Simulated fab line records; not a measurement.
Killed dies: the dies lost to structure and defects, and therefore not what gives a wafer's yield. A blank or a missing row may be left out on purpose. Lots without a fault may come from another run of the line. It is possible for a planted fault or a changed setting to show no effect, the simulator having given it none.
A struck lot beside a sound one -- flow n5_finfet -- 14 steps out of a route of 1938
Sound: these wafers, L961.3, L961.5, L961.6. Struck: wafers L953.2, L953.3, L953.5. Last of all comes the cause.
Each step with rows lists, per side, the tool, then ch with its chambers, then its first start. Under that, the readings that differ: sound wafers -- struck wafers -- difference of the means -- sigmas: that difference in standard deviations of wafers without a fault.
alike: readings with means less than 2 such deviations apart, plus words and numbers identical on both sides. not compared: withheld readings, readings lacking a value on some wafer, bounds such as >300 that could conceal the same value, and numbers that have no deviation in the record and whose values overlap.
A row with sigmas, a row that says differs or no value, or rows on one side alone: a step with any of these is where the two part. Non-overlapping numbers with no deviation appear without sigmas and do not part them. A reading missing from all wafers of one side parts the sides only when that side holds two or more wafers.

N5_BEOL_M5_ILD_DEP_00: deposits SiCOH lowk from DEMS/porogen, target thk 140.64 nm, time 25.9 s.
  sound on pecvd-04 ch 1,2, day 12 03:17; struck on pecvd-04 ch 1,2, day 10 09:50
  alike: heater_power_w, showerhead_plenum_p_Torr, showerhead_vpp_V, throttle_valve_pct
N5_BEOL_M5_CURE_79: cures SiCOH lowk, time 240 s.
  sound on uv_cure-03 ch 1, day 12 03:31; struck on uv_cure-01 ch 1, day 10 09:59
  alike: lamp_power_pct, wafer_temp_C_max
N5_BEOL_M5_THK_MEAS_01:
  struck on film_metro-01, day 10 10:25; sound on film_metro-01, day 12 03:52
  alike: M5_ILD_THK
N5_BEOL_M5_PECVD_70: deposits SiO2 from TEOS/O2, target thk 16 nm, time 18 s.
  sound on pecvd-04 ch 1,2, day 12 03:54; struck on pecvd-01 ch 0,1,2, day 10 10:27
  alike: heater_power_w, showerhead_plenum_p_Torr, showerhead_vpp_V, throttle_valve_pct
N5_BEOL_M5_HM_DEP_02: deposits TiN, target thk 20 nm.
  struck on pvd_sputter-01, day 10 10:33; sound on pvd_sputter-03, day 12 06:14
  alike: chamber_pressure_pa, substrate_temp_c, throttle_valve_pct
then, 7 steps without rows for these wafers: N5_BEOL_M5_COAT_59 (time 60 s, resist thk 60 nm); N5_BEOL_M5_COAT_60 (time 60 s, resist thk 12 nm); N5_BEOL_M5_COAT_71 (time 60 s, resist thk 5 nm); N5_BEOL_M5_COAT_05 (resist thk 30 nm); N5_BEOL_M5_EBR_07; N5_BEOL_M5_SOFTBAKE_06 (time 60 s); N5_BEOL_M5_EXPOSE_08 (exposes mask M5, target cd 28 nm).
N5_BEOL_M5_PEB_09: peb time 60 s.
  sound on litho_track-03 ch 0, day 12 06:35; struck on litho_track-04, day 10 10:52
  no value came back on the struck wafers for chill_plate_temp_C (C), exhaust_pa (Pa), heater_power_total_W (W); on the sound wafers chill_plate_temp_C (C) reads 23.01 22.90 22.82
then, 1 step without rows for these wafers: N5_BEOL_M5_DEVELOP_10 (develop time 30 s).

WHERE THEY PART
N5_BEOL_M5_PEB_09 only, going by this record.

WHY: what had been put in by the simulator
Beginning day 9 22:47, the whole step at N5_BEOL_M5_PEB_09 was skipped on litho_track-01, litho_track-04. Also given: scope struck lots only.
